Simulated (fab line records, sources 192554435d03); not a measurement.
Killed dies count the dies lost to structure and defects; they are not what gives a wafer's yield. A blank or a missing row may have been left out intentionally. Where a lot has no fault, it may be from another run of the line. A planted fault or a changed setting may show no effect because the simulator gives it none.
Struck lot and sound lot, side by side + flow n5 finfet + 14 out of 1938 route steps
Sound: the wafers L468.1, L468.2, L468.3. Struck: wafer L480.6 (left out: L480.1, L480.4 of the same lot, which were not struck); the cause appears at the end.
Each step with rows lists, per side, the tool, then ch with its chambers, then its first start. Under that, the readings that differ: sound wafers + struck wafers + difference of the means + sigmas: that difference in standard deviations of wafers without a fault.
alike: a reading whose means differ by less than 2 such deviations, as well as words and numbers matching on both sides. not compared: withheld readings; readings where some wafer has no value; bounds like >300 that might hide an equal value; numbers whose values overlap and for which the record gives no deviation.
Wherever a step has rows on one side only, a row that says differs or no value, or a row with sigmas, the two part there. Non-overlapping numbers with no deviation appear without sigmas and do not part them. A reading that every wafer of one side lacks parts them only if that side has two wafers or more.

first, 7 steps without rows for these wafers: N5_PASSIVATION_COAT_38; N5_PASSIVATION_EBR_40; N5_PASSIVATION_SOFTBAKE_39 (time 120 s); N5_PASSIVATION_EXPOSE_41 (exposes mask PASS OPEN, defocus 0 nm, target cd 40000 nm); N5_PASSIVATION_PEB_42; N5_PASSIVATION_DEVELOP_43 (develop time 60 s); N5_PASSIVATION_HARDBAKE_45 (time 120 s).
N5_PASSIVATION_CD_MEAS_44: the cd target is 40000 nm.
  sound on cd sem-01 ch 0, day 13 10:05; struck on cd sem-03 ch 0, day 16 09:07
  alike: cd nm
N5_PASSIVATION_OVL_MEAS_66:
  sound on overlay-01 ch 0, day 13 10:07; struck on overlay-02 ch 0, day 16 09:09
| reading            | sound    | struck | difference | sigmas |
|--------------------|----------|--------|------------|--------|
| PASS_OPEN_OVL (nm) | -6 -2 -2 | 13     | +16        | +3     |
N5_PASSIVATION_INSPECT_67: inspects for defects (macro).
  sound on defect inspect-02 at day 13 10:08; struck on defect inspect-01 at day 16 09:11
  alike: raw defect count
N5_PASSIVATION_DESCUM_46: chemistry O2, time 7.9 s.
  sound on rie diel-05 ch 1,2,3, day 13 10:14; struck on rie diel-03 ch 1, day 16 09:13
  alike: drypump motor current A, oes product au, rf vpp V, showerhead plenum p Torr, throttle valve pct
  not compared: rf hours counter h
N5_PASSIVATION_PASS_ETCH_47: etches SiNx in CF4/O2, target depth 770 nm, time 385 s.
  sound on rie diel-05 ch 1,2,3, day 13 10:17; struck on rie diel-03 ch 1, day 16 09:14
  alike: bias w, drypump motor current A, oes product au, rf vpp V, showerhead plenum p Torr, throttle valve pct
  not compared: rf hours counter h
N5_PASSIVATION_ETCH_54: etches SiO2 in CHF3/O2, target depth 880 nm, time 440 s.
  sound on rie diel-05 ch 1,2,3, day 13 10:31; struck on rie diel-03 ch 1, day 16 09:28
| reading                                 | sound             | struck | difference | sigmas |
|-----------------------------------------|-------------------|--------|------------|--------|
| bias w (W)                              | 170.2 170.8 169.3 | 192.9  | +22.8      | +42    |
| rf vpp V (V)                            | 540 519 497       | 579    | +60        | +5     |
| model.etch.depth nm (nm)                | 859.3 824.9 880.9 | 943.8  | +88.8      |        |
| model.PASSIVATION.feature depth nm (nm) | 859.4 824.8 880.8 | 943.8  | +88.8      |        |
  alike: drypump motor current A, oes product au, showerhead plenum p Torr, throttle valve pct
  not compared: rf hours counter h
N5_PASSIVATION_STRIP_48: strips in O2.
  sound on rie diel-05 ch 1,2,3, day 13 10:48; struck on rie diel-03 ch 1, day 16 09:46
| reading      | sound       | struck | difference | sigmas |
|--------------|-------------|--------|------------|--------|
| rf vpp V (V) | 5.3 0.3 1.4 | 7.9    | +5.6       | +2     |
  alike: drypump motor current A, oes product au, showerhead plenum p Torr, throttle valve pct
  not compared: rf hours counter h

WHERE THEY PART
First at N5_PASSIVATION_OVL_MEAS_66; last, within this record, at N5_PASSIVATION_STRIP_48.

WHY: what had been put in by the simulator
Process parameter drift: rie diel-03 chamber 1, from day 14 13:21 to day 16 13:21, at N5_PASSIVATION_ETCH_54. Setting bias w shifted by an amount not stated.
